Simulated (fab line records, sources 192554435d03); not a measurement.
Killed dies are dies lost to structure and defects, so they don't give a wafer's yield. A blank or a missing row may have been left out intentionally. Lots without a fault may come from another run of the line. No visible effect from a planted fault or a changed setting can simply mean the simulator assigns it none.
A lot that was struck, set against a sound lot ; flow n5-finfet ; 16 steps out of a route of 1938
Sound: the wafers L914.1, L914.4, L914.6. Wafers L923.5, L923.6 were the ones struck. Last of all comes the cause.
Order at every step that has rows: each side's tool, ch and its chambers, its first start. Under that, the readings that differ: sound wafers ; struck wafers ; difference of the means ; sigmas: that difference in standard deviations of wafers without a fault.
alike: words and numbers the same on both sides, and readings whose means are apart by under 2 such deviations; not compared: readings that were withheld, readings missing a value for some wafer, numbers with overlapping values and no deviation given by the record, and bounds like >300 which may hide the same value.
The two part at a step that has a row with sigmas, a row that says differs or no value, or rows on one side only. When numbers do not overlap yet have no deviation, they are printed without sigmas and do not part them. A reading missing from all wafers of one side parts the sides only when that side holds two or more wafers.

N5_HKMG_FIN_STRIP_60: strips in N2/H2, time 360 s.
  sound on plasma-asher-01 ch 0,1, day 4 15:29; struck on plasma-asher-01 ch 0,1, day 6 20:24
  alike: drypump-motor-current-A, heater-power-w, n2-flow-sccm
  not compared: rf-hours-counter-h
then, 2 steps without rows for these wafers: N5_HKMG_FIN_WET_ETCH_77 (etches La2O3 in dHCl, stops on HfO2, target depth 2 nm); N5_HKMG_FIN_WET_ETCH_78 (etches Al2O3 in dNH4OH, stops on La2O3, target depth 4.5 nm, rinse time 30 s).
N5_HKMG_FIN_ALD_79: deposits TiN, target thk 1.5 nm, pulse time 1 s, purge time 3 s.
  sound on ald-metal-02 ch 1,3, day 4 15:58; struck on ald-metal-02 ch 0,1, day 6 20:49
  alike: heater-power-w, precursor-pulse-height-rel, susceptor-temp-C
  not compared: ald-cycles
N5_HKMG_FIN_CVD_62: deposits a-Si from Si2H6, target thk 3 nm, time 20.8 s.
  sound on thermal-cvd-si-02 ch 0,1,2, day 4 16:20; struck on thermal-cvd-si-01 ch 0,1, day 6 21:04
  alike: heater-power-w, susceptor-temp-C
then, 5 steps without rows for these wafers: N5_HKMG_FIN_RTA_80 (time 2 s); N5_HKMG_FIN_PRECLEAN_64 (cleans in dHF, time 30 s); N5_HKMG_FIN_WET_ETCH_65 (etches a-Si in TMAH, stops on TiN, time 49 s, target depth 3 nm); N5_HKMG_FIN_WET_ETCH_81 (etches TiN in SC1, stops on HfO2, time 57 s, target depth 6 nm); N5_HKMG_FIN_WET_ETCH_82 (etches La2O3 in dHCl, stops on HfO2, target depth 2 nm, rinse time 30 s).
N5_HKMG_FIN_ALD_36: deposits TiN, target thk 1 nm, pulse time 1 s, purge time 3 s.
  sound on ald-metal-04 ch 0,1, day 4 16:44; struck on ald-metal-04 ch 0,3, day 6 21:46
  alike: heater-power-w, precursor-pulse-height-rel, susceptor-temp-C
  not compared: ald-cycles
N5_HKMG_FIN_THK_MEAS_70: measures by xrf.
  struck on film-metro-01, day 6 21:55; sound on film-metro-02, day 4 17:01
  alike: HK_THK
N5_HKMG_FIN_PWFM_ALD_03: deposits TiN, target thk 2 nm, pulse time 1 s, purge time 3 s.
  sound on ald-metal-02 ch 0,1,2, day 4 17:03; struck on ald-metal-02 ch 0,3, day 6 22:10
reading;sound;struck;difference;sigmas
ald-cycles;91 91 91;96 96;+5;
  alike: heater-power-w, precursor-pulse-height-rel, susceptor-temp-C
then, 1 step without rows for these wafers: N5_HKMG_FIN_COAT_29 (time 60 s, resist thk 300 nm).
-- here the record skips 4 days between the struck wafers' starts before and after, leaving off in module HKMG_FIN and picking up in module BEOL_M4 (first step shown: number 1111 of the route) --
N5_BEOL_M4_RC_MEAS_101:
  sound on prober-02 ch 0, day 8 16:49; struck on prober-02 ch 0, day 11 05:04
reading;sound;struck;difference;sigmas
IOFF_P (nA/um);0.15 0.17 0.13;0.26 0.25;+0.11;+3
ION_P (uA/um);452 453 437;477 467;+25;+3
VT_P (mV);-256 -257 -261;-242 -245;+14;+4
  alike: DIBL_N, DIBL_P, IOFF_N, ION_N, SS_N, SS_P, VT_N
-- a jump in the record: the struck wafers' starts before and after are 4 days apart (it breaks off in module BEOL_M4 and resumes in module PASSIVATION, where the first step shown is number 1936 of the route) --
N5_PASSIVATION_PROBE_49:
  record: rows for the struck wafers here (prober-02, day 15 15:08), none for the sound ones

WHERE THEY PART
First at N5_BEOL_M4_RC_MEAS_101; last, within this record, at N5_PASSIVATION_PROBE_49.

WHY: what had been put in by the simulator
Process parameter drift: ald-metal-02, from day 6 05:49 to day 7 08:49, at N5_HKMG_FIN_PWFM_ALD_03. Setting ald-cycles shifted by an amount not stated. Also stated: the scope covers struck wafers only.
